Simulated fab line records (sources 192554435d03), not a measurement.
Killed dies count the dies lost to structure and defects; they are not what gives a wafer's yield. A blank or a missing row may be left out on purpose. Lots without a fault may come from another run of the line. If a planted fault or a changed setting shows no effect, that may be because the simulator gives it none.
Matching of chambers / flow n5 finfet / N5_BEOL_M9_PECVD_70 on pecvd-01: 3 sister chambers
The step deposits SiO2 from TEOS/O2, target thk 20 nm, time 22.7 s. 16 wafers are shown with their chamber, then 8 later ones without.

## WAFERS PAIRED WITH THEIR CHAMBERS
wafer=L075.1; chamber=2; throttle valve pct (%)=20.5; showerhead plenum p Torr (Torr)=8.77; heater power w (W)=637
wafer=L075.3; chamber=1; throttle valve pct (%)=22.2; showerhead plenum p Torr (Torr)=8.86; heater power w (W)=641
wafer=L075.5; chamber=0; throttle valve pct (%)=23.5; showerhead plenum p Torr (Torr)=8.73; heater power w (W)=599
wafer=L076.1; chamber=1; throttle valve pct (%)=22.2; showerhead plenum p Torr (Torr)=8.87; heater power w (W)=748
wafer=L076.4; chamber=0; throttle valve pct (%)=23.5; showerhead plenum p Torr (Torr)=8.74; heater power w (W)=632
wafer=L076.5; chamber=1; throttle valve pct (%)=22.3; showerhead plenum p Torr (Torr)=8.87; heater power w (W)=760
wafer=L079.1; chamber=1; throttle valve pct (%)=22.2; showerhead plenum p Torr (Torr)=8.87; heater power w (W)=649
wafer=L079.3; chamber=2; throttle valve pct (%)=20.5; showerhead plenum p Torr (Torr)=8.77; heater power w (W)=621
wafer=L079.5; chamber=1; throttle valve pct (%)=22.1; showerhead plenum p Torr (Torr)=8.87; heater power w (W)=654
wafer=L086.1; chamber=1; throttle valve pct (%)=22.2; showerhead plenum p Torr (Torr)=8.85; heater power w (W)=712
wafer=L086.3; chamber=2; throttle valve pct (%)=20.8; showerhead plenum p Torr (Torr)=8.74; heater power w (W)=643
wafer=L086.4; chamber=1; throttle valve pct (%)=22.3; showerhead plenum p Torr (Torr)=8.85; heater power w (W)=706
wafer=L084.1; chamber=1; throttle valve pct (%)=22.1; showerhead plenum p Torr (Torr)=8.87; heater power w (W)=662
wafer=L084.5; chamber=2; throttle valve pct (%)=20.5; showerhead plenum p Torr (Torr)=8.77; heater power w (W)=640
wafer=L084.6; chamber=1; throttle valve pct (%)=22.3; showerhead plenum p Torr (Torr)=8.88; heater power w (W)=664
wafer=L087.2; chamber=0; throttle valve pct (%)=23.3; showerhead plenum p Torr (Torr)=8.75; heater power w (W)=629

SIGNATURES, as means of the wafers listed above
reading=throttle valve pct; chamber 0=23.433; chamber 1=22.211; chamber 2=20.575; scatter within a chamber=0.105
reading=showerhead plenum p Torr; chamber 0=8.7400; chamber 1=8.8656; chamber 2=8.7625; scatter within a chamber=0.0114
reading=heater power w; chamber 0=620.00; chamber 1=688.44; chamber 2=635.25; scatter within a chamber=35.9
Rule: a wafer's distance from a chamber is the root of the sum, over the readings, of the square of ((its reading less the chamber's mean) divided by the reading's scatter). The wafer belongs to the nearest chamber; if the next one is less than 2 further off, it can't be placed. How the scatter is found: for the shown wafers, subtract from each reading the mean of its chamber, square and add these, divide the total by (wafers less chambers), then take the root.

## WAFERS MISSING THEIR CHAMBER
wafer=L087.3; throttle valve pct (%)=22.1; showerhead plenum p Torr (Torr)=8.87; heater power w (W)=736
wafer=L087.5; throttle valve pct (%)=20.3; showerhead plenum p Torr (Torr)=8.77; heater power w (W)=613
wafer=L088.2; throttle valve pct (%)=22.3; showerhead plenum p Torr (Torr)=8.87; heater power w (W)=747
wafer=L088.3; throttle valve pct (%)=20.7; showerhead plenum p Torr (Torr)=8.76; heater power w (W)=554
wafer=L088.5; throttle valve pct (%)=23.9; showerhead plenum p Torr (Torr)=8.73; heater power w (W)=650
wafer=L094.2; throttle valve pct (%)=20.8; showerhead plenum p Torr (Torr)=8.76; heater power w (W)=610
wafer=L094.5; throttle valve pct (%)=23.6; showerhead plenum p Torr (Torr)=8.76; heater power w (W)=645
wafer=L094.6; throttle valve pct (%)=22.4; showerhead plenum p Torr (Torr)=8.87; heater power w (W)=716

## CHAMBER TAKEN BY EACH
wafer=L087.3; from the rows above=1; in truth=1
wafer=L087.5; from the rows above=2; in truth=2
wafer=L088.2; from the rows above=1; in truth=1
wafer=L088.3; from the rows above=2; in truth=2
wafer=L088.5; from the rows above=0; in truth=0
wafer=L094.2; from the rows above=2; in truth=2
wafer=L094.5; from the rows above=0; in truth=0
wafer=L094.6; from the rows above=1; in truth=1
Placed correctly: 8 of 8. Left unplaced by these rows: 0. Wrongly placed: 0.
